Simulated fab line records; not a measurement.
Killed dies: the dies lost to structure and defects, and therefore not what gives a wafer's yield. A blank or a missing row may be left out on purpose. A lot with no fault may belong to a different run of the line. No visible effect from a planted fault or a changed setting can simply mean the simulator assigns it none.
fab line records | flow n5Finfet
record: lots: 9 | wafers: 27 | lastDay: 18
route steps=1938 shown BEOL_M1@821 BEOL_M4@1111 PASSIVATION@1936
lots with no fault: from the same line, run without faults
startH: hours from the record's opening day to when the first of the lot's shown wafers began | waitH: hours since the lot's step before | " same as the row above | L1.1+2: several wafers, shown together as one row | - either no value or no given start | * or withheld: withheld | < > ~ a bound
route shown NAME@n: NAME is a module with steps in the file, n the number in the route of the first one | usual: mean and standard deviation over wafers with no fault | same: alike in all rows | chamber/n: place in a boat | sites: per-site readings | _std_site: their standard deviation | _edge_site: inner sites' mean taken away from outer sites' mean | radiusMm: how far each site lies from the wafer's centre | mask NAME#n: copy n | behind: tool/chamber where the wafer was last shaped | hold: cause of the lot's hold/its duration in hours/its outcome | device: the transistor (n, p or np) that didn't switch | end of line: the route-end tests of the same wafers | where a step has no rows: the recipe by itself | killed: the dies lost at the first sort to structure and to defects; this is not the yield of the wafer | map: dies across one wafer; x = killed, . = not, _ = none there
set.NAME: the setting that was run; set.NAME@STEP: the one run at that earlier step | model.NAME: the simulator's own value behind a step, which no gauge read
route steps across a sampled set of lots; one table per step, one row per wafer
services: a tool's chamber out of use, with start hour (startH, from the record's first day; less than 0 if before it), hours out, and reason
== steps ==
step: N5_BEOL_M1_ANNEAL_87
recipe: tempC: 400 | timeS: 240 | ambient: vacuum
usual: heaterPowerW: 852/68 | susceptorTempC: 399.99/0.21
lot.wafer | tool          | chamber | startH | waitH | heaterPowerW | susceptorTempC
L318.1    | pvdSputter-03 | -       | 186.10 | 0.0   | 877          | 400.38
L318.3    | "             | -       | "      | "     | 829          | 399.85
L318.5    | "             | -       | "      | "     | 894          | 400.04
L322.4    | pvdSputter-01 | -       | 211.46 | 0.0   | 766          | 400.46
L322.5    | "             | -       | "      | "     | 890          | 399.97
L322.6    | "             | -       | "      | "     | 875          | 399.78
L323.1    | pvdSputter-01 | -       | 214.96 | 0.0   | 834          | 399.83
L323.2    | "             | -       | "      | "     | 959          | 400.20
L323.5    | "             | -       | "      | "     | 970          | 400.10
L326.1    | pvdSputter-01 | -       | 227.04 | 0.0   | 785          | 399.77
L326.2    | "             | -       | "      | "     | 901          | 400.01
L326.5    | "             | -       | "      | "     | 931          | 399.94
L327.2    | pvdSputter-03 | -       | 249.29 | 0.0   | 838          | 399.84
L327.3    | "             | -       | "      | "     | 864          | 399.85
L327.6    | "             | -       | "      | "     | 705          | 400.05
L330.1    | pvdSputter-02 | -       | 255.53 | 0.0   | 902          | 400.13
L330.2    | "             | -       | "      | "     | 796          | 399.87
L330.6    | "             | -       | "      | "     | 916          | 400.15
L331.2    | pvdSputter-01 | -       | 263.11 | 0.0   | 831          | 399.85
L331.3    | "             | -       | "      | "     | 896          | 399.66
L331.5    | "             | -       | "      | "     | 893          | 399.84
L332.1    | pvdSputter-01 | -       | 264.95 | 0.0   | 899          | 399.83
L332.2    | "             | -       | "      | "     | 790          | 400.16
L332.4    | "             | -       | "      | "     | 853          | 399.82
L333.1    | pvdSputter-01 | -       | 266.91 | 0.0   | 852          | 400.25
L333.4    | "             | -       | "      | "     | 777          | 400.36
L333.6    | "             | -       | "      | "     | 876          | 400.02
step: N5_BEOL_M1_ANNEAL_93
recipe: tempC: 400 | timeS: 240 | ambient: vacuum
usual: heaterPowerW: 852/65 | susceptorTempC: 400.00/0.21
lot.wafer | tool          | chamber | startH | waitH | heaterPowerW | susceptorTempC
L318.1    | pvdSputter-03 | -       | 186.76 | 0.0   | 874          | 399.82
L318.3    | "             | -       | "      | "     | 861          | 399.81
L318.5    | "             | -       | "      | "     | 889          | 399.99
L322.4    | pvdSputter-01 | -       | 212.12 | 0.0   | 802          | 399.91
L322.5    | "             | -       | "      | "     | 904          | 400.33
L322.6    | "             | -       | "      | "     | 831          | 400.12
L323.1    | pvdSputter-01 | -       | 215.62 | 0.0   | 866          | 400.29
L323.2    | "             | -       | "      | "     | 967          | 400.15
L323.5    | "             | -       | "      | "     | 963          | 399.96
L326.1    | pvdSputter-01 | -       | 227.70 | 0.0   | 798          | 400.19
L326.2    | "             | -       | "      | "     | 905          | 400.20
L326.5    | "             | -       | "      | "     | 912          | 399.90
L327.2    | pvdSputter-03 | -       | 250.04 | 0.0   | 819          | 399.92
L327.3    | "             | -       | "      | "     | 890          | 400.14
L327.6    | "             | -       | "      | "     | 726          | 400.17
L330.1    | pvdSputter-02 | -       | 256.19 | 0.0   | 908          | 399.86
L330.2    | "             | -       | "      | "     | 779          | 400.28
L330.6    | "             | -       | "      | "     | 894          | 400.14
L331.2    | pvdSputter-01 | -       | 263.77 | 0.0   | 867          | 400.02
L331.3    | "             | -       | "      | "     | 917          | 399.82
L331.5    | "             | -       | "      | "     | 902          | 399.59
L332.1    | pvdSputter-01 | -       | 265.61 | 0.0   | 884          | 400.08
L332.2    | "             | -       | "      | "     | 791          | 399.66
L332.4    | "             | -       | "      | "     | 841          | 399.86
L333.1    | pvdSputter-01 | -       | 267.57 | 0.0   | 875          | 399.72
L333.4    | "             | -       | "      | "     | 801          | 399.65
L333.6    | "             | -       | "      | "     | 891          | 399.91
step: N5_BEOL_M1_ANNEAL_51
recipe: tempC: 225 | timeS: 90 | ambient: N2
usual: annealTempC: 225.02/0.2 | annealTempCMax: 226.21/0.28 | wafer_temp_C_max: 226.4/0.49
lot.wafer | tool         | chamber | startH | waitH | annealTempC | annealTempCMax | wafer_temp_C_max
L318.1    | rtpAnneal-01 | 0       | 187.32 | 0.1   | 225.34      | 226.53         | 226.5
L318.3    | "            | 0       | "      | "     | 225.12      | 226.28         | 226.6
L318.5    | "            | 0       | "      | "     | 225.12      | 226.36         | 227.0
L322.4    | rtpAnneal-02 | -       | 212.81 | 0.2   | -           | -              | -
L322.5    | "            | -       | "      | "     | -           | -              | -
L322.6    | "            | -       | "      | "     | -           | -              | -
L323.1    | rtpAnneal-01 | -       | 216.18 | 0.1   | -           | -              | -
L323.2    | "            | -       | "      | "     | -           | -              | -
L323.5    | "            | -       | "      | "     | -           | -              | -
L326.1    | rtpAnneal-01 | 0       | 228.25 | 0.1   | 225.05      | 226.75         | 226.4
L326.2    | "            | 0       | "      | "     | 224.97      | 226.08         | 227.1
L326.5    | "            | 0       | "      | "     | 225.05      | 226.04         | 226.4
L327.2    | rtpAnneal-02 | 0       | 250.69 | 0.1   | 225.45      | 226.67         | 225.7
L327.3    | "            | 0       | "      | "     | 225.29      | 226.53         | 226.2
L327.6    | "            | 0       | "      | "     | 225.33      | 226.46         | 225.8
L330.1    | rtpAnneal-02 | 0       | 256.75 | 0.1   | 225.07      | 226.13         | 226.2
L330.2    | "            | 0       | "      | "     | 224.83      | 226.05         | 226.0
L330.6    | "            | 0       | "      | "     | 225.31      | 226.52         | 225.9
L331.2    | rtpAnneal-01 | 0       | 264.37 | 0.1   | 224.79      | 225.77         | 227.1
L331.3    | "            | 0       | "      | "     | 224.44      | 225.50         | 227.1
L331.5    | "            | 0       | "      | "     | 224.57      | 225.57         | 226.6
L332.1    | rtpAnneal-01 | 0       | 266.16 | 0.1   | 225.01      | 226.08         | 227.2
L332.2    | "            | 0       | "      | "     | 225.13      | 226.03         | 226.4
L332.4    | "            | 0       | "      | "     | 224.89      | 226.28         | 226.2
L333.1    | rtpAnneal-01 | 0       | 268.14 | 0.1   | 224.91      | 225.75         | 227.1
L333.4    | "            | 0       | "      | "     | 225.09      | 226.22         | 226.5
L333.6    | "            | 0       | "      | "     | 224.63      | 225.91         | 226.6
step: N5_BEOL_M1_CMP_52
recipe: stopOn: SiOC | tOverpolishS: 6.8 | downForcePsi: 1 | platenRpm: 50 | clearingPlatenDownForcePsi: 1.5 | clearingPlatenRpm: 50 | postCmpClean: cuAlkaline | targetThkNm: 40 | clearingPlatenPadVelocityMS: 0.99484 | padVelocityMS: 0.99484
usual: barrierFieldEndpointS: 24.5/0.51 | motorCurrentA: 6.2/0.41 | overpolishRunS: 6.799/0.0095 | timeToEndpointS: 61.2/2.8
lot.wafer | tool   | chamber | startH | waitH | barrierFieldEndpointS | motorCurrentA | overpolishRunS | timeToEndpointS
L318.1    | cmp-01 | 1       | 187.66 | 0.3   | 24.9                  | 5.7           | 6.802          | 60.9
L318.3    | "      | 2       | "      | "     | 25.3                  | 6.5           | 6.788          | 64.6
L318.5    | "      | 0       | "      | "     | 25.5                  | 5.7           | 6.800          | 62.5
L322.4    | cmp-01 | 3       | 213.10 | 0.2   | 28.4                  | 6.5           | 6.792          | 82.9
L322.6    | "      | 0       | "      | "     | 30.0                  | 6.4           | 6.799          | 81.9
L322.5    | "      | 1       | "      | "     | 28.9                  | 6.2           | 6.796          | 80.8
L323.1    | cmp-04 | 1       | 216.55 | 0.3   | 28.6                  | 6.7           | 6.800          | 80.8
L323.2    | "      | 2       | "      | "     | 29.4                  | 6.2           | 6.796          | 79.7
L323.5    | "      | 3       | "      | "     | 29.5                  | 6.3           | 6.785          | 81.6
L326.2    | cmp-04 | 3       | 228.82 | 0.4   | 23.8                  | 5.7           | 6.806          | 59.4
L326.1    | "      | 0       | "      | "     | 23.7                  | 5.8           | 6.803          | 60.5
L326.5    | "      | 0       | "      | "     | 24.4                  | 5.8           | 6.791          | 60.5
L327.3    | cmp-01 | 3       | 251.10 | 0.3   | 24.8                  | 6.6           | 6.803          | 62.5
L327.2    | "      | 0       | "      | "     | 24.1                  | 6.1           | 6.797          | 61.0
L327.6    | "      | 2       | "      | "     | 24.7                  | 6.7           | 6.808          | 61.0
L330.2    | cmp-04 | 2       | 257.05 | 0.2   | 24.0                  | 6.6           | 6.795          | 55.9
L330.1    | "      | 0       | "      | "     | 23.4                  | 5.7           | 6.815          | 55.1
L330.6    | "      | 2       | "      | "     | 23.6                  | 6.1           | 6.806          | 54.6
L331.2    | cmp-01 | 1       | 264.79 | 0.4   | 23.6                  | 5.8           | 6.808          | 55.2
L331.3    | "      | 3       | "      | "     | 23.5                  | 6.8           | 6.802          | 58.5
L331.5    | "      | 2       | "      | "     | 23.5                  | 6.6           | 6.812          | 57.6
L332.1    | cmp-01 | 2       | 266.46 | 0.3   | 24.7                  | 6.5           | 6.804          | 61.6
L332.2    | "      | 3       | "      | "     | 24.5                  | 6.7           | 6.805          | 60.7
L332.4    | "      | 1       | "      | "     | 25.2                  | 6.3           | 6.798          | 62.7
L333.1    | cmp-01 | 1       | 268.45 | 0.3   | 25.1                  | 5.9           | 6.800          | 61.4
L333.4    | "      | 2       | "      | "     | 24.5                  | 6.6           | 6.808          | 56.4
L333.6    | "      | 2       | "      | "     | 25.0                  | 6.5           | 6.795          | 57.1
step: N5_BEOL_M1_THK_MEAS_53
recipe: thkMeasGauge: xrf | reads: Cu_of_BEOL_M1_ECD_50
usual: M1_THK: 39.4/1.4
lot.wafer | tool         | chamber | startH | waitH | M1_THK[nm]
L318.1    | filmMetro-01 | -       | 187.91 | -     | 39.9
L318.3    | "            | -       | "      | "     | 40.8
L318.5    | "            | -       | "      | "     | 40.3
L322.4    | filmMetro-01 | -       | 213.29 | -     | 42.4
L322.5    | "            | -       | "      | "     | 40.7
L322.6    | "            | -       | "      | "     | 48.2
L323.1    | filmMetro-01 | -       | 216.77 | -     | 49.5
L323.2    | "            | -       | "      | "     | 45.8
L323.5    | "            | -       | "      | "     | 40.0
L326.1    | filmMetro-02 | -       | 229.11 | -     | 37.9
L326.2    | "            | -       | "      | "     | 38.7
L326.5    | "            | -       | "      | "     | 39.8
L327.2    | filmMetro-02 | -       | 251.31 | -     | 40.8
L327.3    | "            | -       | "      | "     | 40.5
L327.6    | "            | -       | "      | "     | 40.8
L330.1    | filmMetro-02 | -       | 257.34 | -     | 39.0
L330.2    | "            | -       | "      | "     | 38.3
L330.6    | "            | -       | "      | "     | 38.7
L331.2    | filmMetro-02 | -       | 265.09 | -     | 39.1
L331.3    | "            | -       | "      | "     | 36.8
L331.5    | "            | -       | "      | "     | 40.1
L332.1    | filmMetro-01 | -       | 266.75 | -     | 38.1
L332.2    | "            | -       | "      | "     | 37.8
L332.4    | "            | -       | "      | "     | 39.5
L333.1    | filmMetro-02 | -       | 268.74 | -     | 39.6
L333.4    | "            | -       | "      | "     | 40.7
L333.6    | "            | -       | "      | "     | 39.5
step: N5_BEOL_M1_CO_CAP_55
recipe: material: Co | targetThkA: 20 | tempC: 200 | precursor: CCTBA/H2 | pressureTorr: 30 | timeS: 102.1
usual: heaterPowerW: 250/30
lot.wafer | tool     | chamber | startH | waitH | heaterPowerW
L318.1    | cvdCo-02 | 1       | 187.99 | 0.0   | 292
L318.3    | "        | 2       | "      | "     | 247
L318.5    | "        | 1       | "      | "     | 301
L322.4    | cvdCo-02 | 0       | 213.40 | 0.0   | 210
L322.5    | "        | 1       | "      | "     | 303
L322.6    | "        | 2       | "      | "     | 244
L323.1    | cvdCo-02 | 1       | 216.85 | 0.0   | 298
L323.2    | "        | 0       | "      | "     | 208
L323.5    | "        | 0       | "      | "     | 207
L326.1    | cvdCo-01 | 1       | 229.19 | 0.0   | 277
L326.2    | "        | 0       | "      | "     | 227
L326.5    | "        | 0       | "      | "     | 232
L327.2    | cvdCo-01 | 2       | 251.39 | 0.0   | 253
L327.3    | "        | 0       | "      | "     | 226
L327.6    | "        | 2       | "      | "     | 252
L330.1    | cvdCo-02 | 0       | 257.42 | 0.0   | 212
L330.2    | "        | 2       | "      | "     | 246
L330.6    | "        | 1       | "      | "     | 305
L331.2    | cvdCo-02 | 2       | 265.18 | 0.0   | 241
L331.3    | "        | 1       | "      | "     | 297
L331.5    | "        | 0       | "      | "     | 207
L332.1    | cvdCo-02 | 1       | 266.83 | 0.0   | 299
L332.2    | "        | 0       | "      | "     | 207
L332.4    | "        | 1       | "      | "     | 296
L333.1    | cvdCo-02 | 2       | 268.82 | 0.0   | 243
L333.4    | "        | 0       | "      | "     | 216
L333.6    | "        | 2       | "      | "     | 242
step: N5_BEOL_M4_RC_MEAS_101
usual: COMB_M1_max_site: 8.1e-11/2e-11 | DIBL_N: 35.9/1.3 | DIBL_P: 36.3/1.5 | IOFF_N: 0.153/0.023 | IOFF_P: 0.208/0.028 | ION_N: 672/9.7 | ION_P: 462/6.6 | SS_N: 71.5/0.53 | SS_P: 73.3/0.59 | VT_N: 250.4/2.7 | VT_P: -250.5/3
lot.wafer | tool      | chamber | startH | waitH | COMB_M1_max_site[S/m] | DIBL_N[mV/V] | DIBL_P[mV/V] | IOFF_N[nA/um] | IOFF_P[nA/um] | ION_N[uA/um] | ION_P[uA/um] | SS_N[mV/dec] | SS_P[mV/dec] | VT_N[mV] | VT_P[mV]
L318.1    | prober-02 | 0       | 231.53 | 0.0   | 1.12e-10              | 35.5         | 35.2         | 0.133         | 0.188         | 660          | 453          | 71.2         | 72.8         | 253.5    | -253.0
L318.3    | "         | 0       | "      | "     | 8e-11                 | 36.2         | 35.9         | 0.149         | 0.192         | 670          | 458          | 71.2         | 73.1         | 252.0    | -255.0
L318.5    | "         | 0       | "      | "     | 5.3e-11               | 35.2         | 35.0         | 0.128         | 0.180         | 664          | 452          | 71.2         | 73.4         | 255.7    | -255.7
L322.4    | prober-02 | 0       | 251.67 | 0.5   | 6.7e-11               | 36.8         | 35.5         | 0.161         | 0.211         | 677          | 454          | 71.4         | 74.0         | 253.2    | -251.8
L322.5    | "         | 0       | "      | "     | 7.6e-11               | 34.5         | 33.3         | 0.123         | 0.178         | 660          | 452          | 71.1         | 72.7         | 253.4    | -253.1
L322.6    | "         | 0       | "      | "     | ~0.0014286            | 35.1         | 33.3         | 0.129         | 0.176         | 659          | 454          | 71.6         | 73.3         | 254.8    | -253.2
L323.1    | prober-02 | 0       | 274.79 | 0.0   | ~0.0014286            | 34.4         | 34.2         | 0.117         | 0.164         | 656          | 447          | 70.8         | 72.5         | 253.0    | -251.7
L323.2    | "         | 0       | "      | "     | ~0.0014286            | 36.0         | 36.0         | 0.137         | 0.192         | 656          | 452          | 71.7         | 72.9         | 252.0    | -252.3
L323.5    | "         | 0       | "      | "     | 7.1e-11               | 37.2         | 37.4         | 0.153         | 0.211         | 666          | 456          | 71.6         | 73.3         | 251.0    | -252.4
L327.2    | prober-01 | 0       | 279.33 | 0.2   | 8.7e-11               | 34.7         | 36.2         | 0.135         | 0.171         | 677          | 456          | 71.2         | 72.8         | 253.7    | -255.0
L327.3    | "         | 0       | "      | "     | 9e-11                 | 35.2         | 36.0         | 0.140         | 0.176         | 667          | 455          | 71.5         | 73.7         | 252.1    | -255.3
L327.6    | "         | 0       | "      | "     | 7.9e-11               | 34.3         | 35.4         | 0.126         | 0.161         | 663          | 456          | 71.2         | 73.0         | 253.5    | -255.1
L326.1    | prober-02 | 0       | 279.92 | 0.0   | 7.4e-11               | 36.5         | 37.9         | 0.160         | 0.218         | 675          | 461          | 70.8         | 73.0         | 251.5    | -249.8
L326.2    | "         | 0       | "      | "     | 5.5e-11               | 36.5         | 37.4         | 0.157         | 0.206         | 682          | 459          | 71.5         | 73.5         | 254.7    | -253.8
L326.5    | "         | 0       | "      | "     | 6.1e-11               | 36.9         | 37.7         | 0.169         | 0.215         | 669          | 455          | 71.6         | 73.4         | 251.7    | -250.4
L330.1    | prober-01 | 0       | 309.20 | 0.0   | 8.6e-11               | 35.8         | 38.0         | 0.168         | 0.216         | 673          | 462          | 71.5         | 73.4         | 249.3    | -252.6
L330.2    | "         | 0       | "      | "     | 1.05e-10              | 32.8         | 34.6         | 0.121         | 0.176         | 669          | 460          | 71.3         | 72.8         | 251.3    | -253.5
L330.6    | "         | 0       | "      | "     | 6.4e-11               | 34.9         | 37.1         | 0.152         | 0.203         | 685          | 474          | 71.5         | 73.5         | 252.4    | -249.4
L331.2    | prober-02 | 0       | 313.32 | 0.2   | 8.4e-11               | 37.1         | 38.5         | 0.190         | 0.239         | 690          | 472          | 71.4         | 74.4         | 247.0    | -248.6
L331.3    | "         | 0       | "      | "     | 9.6e-11               | 36.4         | 37.5         | 0.170         | 0.215         | 691          | 468          | 71.4         | 74.6         | 248.6    | -250.0
L331.5    | "         | 0       | "      | "     | 6.8e-11               | 36.6         | 37.4         | 0.165         | 0.209         | 679          | 462          | 71.7         | 73.0         | 249.0    | -248.8
L332.1    | prober-02 | 0       | 316.46 | 0.0   | 8.4e-11               | 34.8         | 35.7         | 0.130         | 0.177         | 667          | 465          | 71.1         | 73.4         | 252.7    | -253.0
L332.2    | "         | 0       | "      | "     | 1.03e-10              | 35.1         | 36.5         | 0.138         | 0.189         | 674          | 461          | 71.4         | 72.4         | 252.6    | -253.8
L332.4    | "         | 0       | "      | "     | 7.9e-11               | 36.2         | 37.1         | 0.155         | 0.208         | 671          | 459          | 71.0         | 73.0         | 252.4    | -251.6
L333.1    | prober-02 | 0       | 336.40 | 0.0   | 7.9e-11               | 35.8         | 35.8         | 0.145         | 0.211         | 689          | 473          | 70.6         | 72.9         | 248.5    | -249.6
L333.4    | "         | 0       | "      | "     | 8.3e-11               | 35.0         | 34.7         | 0.134         | 0.189         | 679          | 469          | 70.9         | 72.8         | 250.8    | -249.5
L333.6    | "         | 0       | "      | "     | 1.01e-10              | 35.3         | 34.6         | 0.136         | 0.192         | 672          | 462          | 70.7         | 73.1         | 250.5    | -249.6
step: N5_PASSIVATION_PROBE_49
usual: defectLimitedYield: 91.1/1.5 | killed_at_M0_to_M3: 35/9.5 | killed_at_M4_up: 13/5.2 | killedAtContacts: 12/6.1 | killedAtFrontEnd: 41/14 | killedAtOther: 3.8/2.9 | killedDies: 105/17 | killedOnRim: 13/4.1 | killedOpen: 70/13 | killedShort: 33/8.4 | sort_bin_5_function: 5.1/0.97 | sort_bin_6_memory: 3.4/0.69 | sort_bin_8_speed: 0.00/0.007 | sortNPass: 1075/17 | sortYieldPct: 91.1/1.5
same: grossDies: 1180 | killedAtBackSide: 0 | sort_bin_4_leakage[%]: 0
lot.wafer | tool      | chamber | startH | waitH | defectLimitedYield[%] | killed_at_M0_to_M3 | killed_at_M4_up | killedAtContacts | killedAtFrontEnd | killedAtOther | killedDies | killedOnRim | killedOpen | killedShort | sort_bin_5_function[%] | sort_bin_6_memory[%] | sort_bin_8_speed[%] | sortNPass | sortYieldPct[%]
L322.4    | prober-01 | -       | 355.32 | 0.2   | 91.4                  | 36                 | 11              | 15               | 29               | 10            | 101        | 13          | 63         | 36          | 5.1                    | 3.1                  | 0                   | 1079      | 91.4
L322.5    | prober-01 | -       | 355.37 | 0.2   | 93.1                  | 30                 | 8               | 6                | 30               | 7             | 81         | 16          | 50         | 29          | 3.3                    | 3.1                  | 0                   | 1099      | 93.1
L322.6    | prober-01 | -       | 355.42 | 0.3   | 56.3                  | 426                | 13              | 20               | 48               | 9             | 516        | 152         | 80         | 37          | 5.3                    | 4.7                  | 0                   | 664       | 56.3
L323.1    | prober-01 | -       | 373.97 | 0.0   | 49.9                  | 496                | 14              | 20               | 54               | 7             | 591        | 152         | 81         | 42          | 6.0                    | 4.0                  | 0                   | 589       | 49.9
L323.2    | prober-01 | -       | 374.02 | 0.1   | 46.7                  | 552                | 11              | 8                | 52               | 6             | 629        | 15          | 73         | 38          | 4.6                    | 4.7                  | 0                   | 551       | 46.7
L323.5    | prober-01 | -       | 374.17 | 0.2   | 90.1                  | 37                 | 17              | 14               | 49               | 0             | 117        | 9           | 84         | 30          | 6.1                    | 3.5                  | 0                   | 1063      | 90.1
L326.1    | prober-01 | -       | 384.46 | 0.0   | 91.1                  | 43                 | 13              | 6                | 40               | 3             | 105        | 11          | 61         | 42          | 4.9                    | 3.6                  | 0                   | 1075      | 91.1
L326.2    | prober-01 | -       | 384.51 | 0.1   | 88.7                  | 47                 | 19              | 5                | 53               | 9             | 133        | 19          | 96         | 37          | 7.4                    | 3.6                  | 0                   | 1047      | 88.7
L326.5    | prober-01 | -       | 384.66 | 0.2   | 92.0                  | 30                 | 9               | 10               | 42               | 3             | 94         | 11          | 63         | 30          | 4.7                    | 3.1                  | 0                   | 1086      | 92.0
L330.1    | prober-01 | -       | 417.66 | 0.0   | 92.4                  | 38                 | 21              | 8                | 22               | 1             | 90         | 8           | 57         | 30          | 4.7                    | 2.8                  | 0                   | 1090      | 92.4
L330.2    | prober-01 | -       | 417.71 | 0.1   | 93.0                  | 26                 | 22              | 10               | 23               | 2             | 83         | 13          | 63         | 20          | 4.3                    | 2.5                  | 0                   | 1097      | 93.0
L330.6    | prober-01 | -       | 417.91 | 0.3   | 92.4                  | 24                 | 25              | 10               | 30               | 1             | 90         | 13          | 56         | 29          | 4.5                    | 2.4                  | 0                   | 1090      | 92.4
killed by level:class
L322.4 MOL_CONTACT_COAG:geometricParticle:open=14 STI_FIN_REVEAL:geometricParticle:open=13 BEOL_M0_SAQP:geometricParticle:short=8 BEOL_M0_SAQP:geometricParticle:open=6 BEOL_M2:geometricParticle:short=6 BEOL_M1:geometricParticle:open=5 BEOL_M7:geometricParticle:open=5 BEOL_M3:geometricParticle:open=4
L322.5 STI_FIN_REVEAL:geometricParticle:open=11 BEOL_M1:geometricParticle:open=9 BEOL_M0_SAQP:geometricParticle:short=7 STI_FIN_REVEAL:geometricParticle:short=5 GATE_CUT:geometricParticle:short=5 MOL_CONTACT_COAG:geometricParticle:open=5 GATE_CUT:geometricParticle:open=4 PASS1_CAP:geometricParticle:open=4
L322.6 BEOL_M1:areaCmp=396 STI_FIN_REVEAL:geometricParticle:open=13 MOL_CONTACT_COAG:geometricParticle:open=12 BEOL_M1:geometricParticle:open=10 DUMMY_GATE:geometricParticle:open=9 MOL_CONTACT_COAG:geometricParticle:short=8 BEOL_M0_SAQP:geometricParticle:open=6 BEOL_M4:geometricParticle:open=6
L323.1 BEOL_M1:areaCmp=466 MOL_CONTACT_COAG:geometricParticle:open=16 GATE_CUT:geometricParticle:short=13 BEOL_M3:geometricParticle:open=11 STI_FIN_REVEAL:geometricParticle:open=8 GATE_CUT:geometricParticle:open=8 DUMMY_GATE:geometricParticle:open=6 BEOL_M3:geometricParticle:short=6
L323.2 BEOL_M1:areaCmp=517 BEOL_M3:geometricParticle:open=17 GATE_CUT:geometricParticle:open=10 GATE_CUT:geometricParticle:short=10 DUMMY_GATE:geometricParticle:open=8 FIN_SAQP:geometricParticle:open=7 FIN_SAQP:geometricParticle:short=6 MOL_CONTACT_COAG:geometricParticle:open=5
L323.5 MOL_CONTACT_COAG:geometricParticle:open=11 STI_FIN_REVEAL:geometricParticle:open=11 BEOL_M3:geometricParticle:open=11 FIN_SAQP:geometricParticle:short=9 BEOL_M0:geometricParticle:open=8 FIN_SAQP:geometricParticle:open=7 GATE_CUT:geometricParticle:open=7 BEOL_M3:geometricParticle:short=6
L326.1 BEOL_M2:geometricParticle:open=10 FIN_SAQP:geometricParticle:open=8 STI_FIN_REVEAL:geometricParticle:open=8 BEOL_M0_SAQP:geometricParticle:short=8 FIN_SAQP:geometricParticle:short=7 BEOL_M0_SAQP:geometricParticle:open=6 BEOL_M1:geometricParticle:open=6 BEOL_M1:geometricParticle:short=5
L326.2 BEOL_M2:geometricParticle:open=20 FIN_SAQP:geometricParticle:open=15 STI_FIN_REVEAL:geometricParticle:open=12 FIN_SAQP:geometricParticle:short=11 BEOL_M5:geometricParticle:open=8 BEOL_M0_SAQP:geometricParticle:short=7 BEOL_M3:geometricParticle:open=6 BEOL_M4:geometricParticle:open=6
L326.5 FIN_SAQP:geometricParticle:short=12 FIN_SAQP:geometricParticle:open=10 MOL_CONTACT_COAG:geometricParticle:open=8 BEOL_M1:geometricParticle:open=7 STI_FIN_REVEAL:geometricParticle:open=6 BEOL_M0_SAQP:geometricParticle:short=6 BEOL_M0_SAQP:geometricParticle:open=4 BEOL_M3:geometricParticle:open=4
L330.1 BEOL_M3:geometricParticle:open=10 BEOL_M4:geometricParticle:open=7 BEOL_M0_SAQP:geometricParticle:open=7 MOL_CONTACT_COAG:geometricParticle:open=6 BEOL_M0_SAQP:geometricParticle:short=6 GATE_CUT:geometricParticle:short=5 STARTING-WAFER:geometricParticle:open=5 STI_FIN_REVEAL:geometricParticle:open=4
L330.2 MOL_CONTACT_COAG:geometricParticle:open=10 BEOL_M3:geometricParticle:open=9 BEOL_M4:geometricParticle:open=9 STI_FIN_REVEAL:geometricParticle:open=6 FIN_SAQP:geometricParticle:open=5 BEOL_M2:geometricParticle:open=5 FIN_SAQP:geometricParticle:short=4 BEOL_M7:geometricParticle:open=4
L330.6 BEOL_M4:geometricParticle:open=12 STI_FIN_REVEAL:geometricParticle:open=8 MOL_CONTACT_COAG:geometricParticle:open=8 HKMG_FIN:areaEtch=5 BEOL_M2:geometricParticle:short=4 BEOL_M2:geometricParticle:open=4 BEOL_M3:geometricParticle:open=4 STARTING-WAFER:geometricParticle:short=4
== services ==
tool          | chamber | startH | hours | kind
cvdCo-01      | 2       | 172.74 | 5.5   | repair
cmp-04        | -       | 212.19 | 2.0   | repair
cmp-04        | -       | 217.08 | 3.9   | pm
cvdCo-01      | -       | 219.86 | 6.0   | pm
pvdSputter-03 | -       | 229.48 | 0.6   | repair
cmp-04        | -       | 240.82 | 2.1   | repair
cvdCo-02      | 0       | 246.03 | 8.4   | repair
cvdCo-02      | -       | 264.13 | 0.7   | repair
== key ==
firstSign: step: N5_BEOL_M1_ANNEAL_51 | reading: toolRecord | direction: missing
effect: step: N5_BEOL_M1_CMP_52 | reading: barrierFieldEndpointS | direction: up | sigmas: 9.2 | usual: 24.5 | struck: 29.1
effect: step: N5_BEOL_M1_THK_MEAS_53 | reading: M1_THK | direction: up | sigmas: 3.4 | usual: 39.4 | struck: 44.4 | wafersMoved: 3
effect: step: N5_BEOL_M4_RC_MEAS_101 | reading: COMB_M1_max_site | direction: up | sigmas: 99+ | usual: 8.1e-11 | struck: ~0.00071429 | wafersMoved: 3
effect: step: N5_PASSIVATION_PROBE_49 | reading: killed_at_M0_to_M3 | direction: up | sigmas: 24 | usual: 35 | struck: 263 | wafersMoved: 3
moreKillsBornAt: N5_BEOL_M1_CMP_52@cmp-04: 983 | N5_BEOL_M1_CMP_52@cmp-01: 396
metAt N5_BEOL_M1_ANNEAL_51
struckLots L322,L323
notActingAt N5_BEOL_M1_ANNEAL_87,N5_BEOL_M1_ANNEAL_93,N5_BEOL_M1_CO_CAP_55
onsetBetween 187.32 212.81
fault: kind: skippedStepWhole | tool: rtpAnneal-01,rtpAnneal-02 | chamber: - | onsetH: 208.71 | steps: N5_BEOL_M1_ANNEAL_51 | scope: struckLotsOnly
